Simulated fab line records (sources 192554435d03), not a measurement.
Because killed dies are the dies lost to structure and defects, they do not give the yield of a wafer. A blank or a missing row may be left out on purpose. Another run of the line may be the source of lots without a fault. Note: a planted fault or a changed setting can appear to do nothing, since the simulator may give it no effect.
Split-lot experiment | flow n5-finfet | 39 wafers read from 7 lots, route of 1938 steps

== SPLIT DETAILS ==
At N5_BEOL_M1_ILD_DEP_00 (deposits SiOC from DEMS/O2, target thk 79 nm, time 15.3 s), the setting target-thk-a was moved away from the recipe's 790 angstrom on 18 of the 39 wafers read, by -54.8% to +47.8%. For the rest of the wafers, this setting stayed at what the recipe calls for.

There is no step in the file separating the split from the reading.

== THE READING ==
M1_ILD_THK, in nm, at N5_BEOL_M1_THK_MEAS_01. Fault-free wafers of this fab line usually give 79.4 nm, standard deviation 1.1 nm.

wafer  | tool, chamber at the split | target-thk-a as run, angstrom | against the recipe | M1_ILD_THK, nm | against lot-mates on the recipe
L076.1 | pecvd-01, 1                | 988.8                         | +25.2%             | 96.9           | +18.0
L076.2 | pecvd-01, 2,1              | 790                           | recipe             | 78.2           | -
L076.3 | pecvd-01, 2                | 988.8                         | +25.2%             | 99.4           | +20.5
L076.4 | pecvd-01, 1                | 988.8                         | +25.2%             | 98.2           | +19.3
L076.5 | pecvd-01, 2                | 790                           | recipe             | 80.3           | -
L076.6 | pecvd-01, 2,1              | 790                           | recipe             | 78.1           | -
L078.1 | pecvd-02, 1,2              | 790                           | recipe             | 79.3           | -
L078.2 | pecvd-02, 0                | 790                           | recipe             | 78.2           | -
L078.3 | pecvd-02, 2,1              | 436.3                         | -44.8%             | 44.5           | -34.4
L078.4 | pecvd-02, 1,2              | 790                           | recipe             | 79.3           | -
L078.5 | pecvd-02, 2,1              | 436.3                         | -44.8%             | 44.5           | -34.4
L078.6 | pecvd-02, 0                | 436.3                         | -44.8%             | 43.8           | -35.1
L080.1 | pecvd-01, 1                | 1168                          | +47.8%             | 113.7          | +34.8
L080.2 | pecvd-01, 2                | 1168                          | +47.8%             | 115.5          | +36.6
L080.3 | pecvd-01, 0                | 790                           | recipe             | 79.1           | -
L080.4 | pecvd-01, 2                | 790                           | recipe             | 79.8           | -
L080.5 | pecvd-01, 0                | 1168                          | +47.8%             | 117.6          | +38.7
L080.6 | pecvd-01, 1                | 790                           | recipe             | 77.9           | -
L081.1 | pecvd-02, 2                | 357.4                         | -54.8%             | 37.7           | -42.6
L081.2 | pecvd-02, 0                | 790                           | recipe             | 79.8           | -
L081.3 | pecvd-02, 1                | 790                           | recipe             | 79.7           | -
L081.4 | pecvd-02, 1                | 790                           | recipe             | 81.4           | -
L081.5 | pecvd-02, 0                | 357.4                         | -54.8%             | 37.3           | -43.0
L081.6 | pecvd-02, 2                | 357.4                         | -54.8%             | 37.4           | -42.9
L086.1 | pecvd-04, 1                | 790                           | recipe             | 78.5           | -
L086.2 | pecvd-04, 0                | 790                           | recipe             | 78.3           | -
L086.3 | pecvd-04, 2                | 936.3                         | +18.5%             | 94.1           | +15.2
L086.4 | pecvd-04, 2                | 936.3                         | +18.5%             | 94.7           | +15.8
L086.5 | pecvd-04, 0                | 936.3                         | +18.5%             | 95.0           | +16.1
L086.6 | pecvd-04, 1                | 790                           | recipe             | 79.8           | -
L090.1 | pecvd-01, 2                | 382.3                         | -51.6%             | 38.4           | -40.9
L090.2 | pecvd-01, 0                | 382.3                         | -51.6%             | 39.1           | -40.2
L090.3 | pecvd-01, 1                | 790                           | recipe             | 78.2           | -
L090.4 | pecvd-01, 2,0              | 790                           | recipe             | 79.9           | -
L090.5 | pecvd-01, 2,0              | 790                           | recipe             | 79.8           | -
L090.6 | pecvd-01, 1                | 382.3                         | -51.6%             | 38.0           | -41.3
L089.2 | pecvd-02, 2                | 790                           | recipe             | 79.8           | -
L089.5 | pecvd-02, 0                | 790                           | recipe             | 79.4           | -
L089.6 | pecvd-02, 1                | 790                           | recipe             | 80.5           | -
The file does not say which wafer passed through which chamber wherever a row lists several chambers: such a row stands for several wafers.

THE FIT
A straight line over all 39 wafers: M1_ILD_THK changes by +0.773 nm for each +1% of target-thk-a; r = +1.00; the points scatter about the line by 1 nm.
The same after taking each lot's own level away (the mean of its wafers on the recipe; 39 wafers): +0.781 nm for each +1%; r = +1.00; scatter 0.92 nm.
That fit puts the effect of the largest move of target-thk-a on the reading at 43 nm.
From 78.87 to 80.30 nm: that is the span of the lots' own levels, equal to 1.3 times the standard deviation above.
The two slopes agree, so the slope changes little with the lot-to-lot level.
Check: with one of the wafers moved furthest among these (-54.8%) left out of the fit, the line predicts -42.8 nm for it against its lot-mates. Against them it came out at -42.6 nm.

== THESE WAFERS: OTHER SPLITS ==
These wafers also went through other splits before the reading. Each is held against what the fit with the lots' levels taken away leaves over:
other split on the same wafers          | wafers away from the commonest value | r with M1_ILD_THK (lot level and that fit taken away)
N5_SD_EPI_N_ETCH_35 time-s              | 9                                    | -0.06
N5_MOL_CONTACT_COAG_ALD_20 ald-cycles   | 6                                    | +0.17
N5_BEOL_M0_SAQP_ILD_DEP_01 target-thk-a | 15                                   | +0.05

== THE WHOLE CHAIN: every reading that the file lists as answering this split, in the file's order ==
step                   | what it does                                              | reading                                                                            | change (the file's fit)               | r (the file's)
N5_BEOL_M1_ILD_DEP_00  | deposits SiOC from DEMS/O2, target thk 79 nm, time 15.3 s | SiOC_of_BEOL_M1_ILD_DEP_00.thk-nm (the simulator's own value, which no gauge read) | +0.781 nm for each +1% of the setting | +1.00
N5_BEOL_M1_THK_MEAS_01 |                                                           | M1_ILD_THK                                                                         | +0.781 for each +1% of the setting    | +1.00

== FILE'S OWN FIT ==
M1_ILD_THK changes by +0.781 nm for each +1% of target-thk-a, r = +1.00.
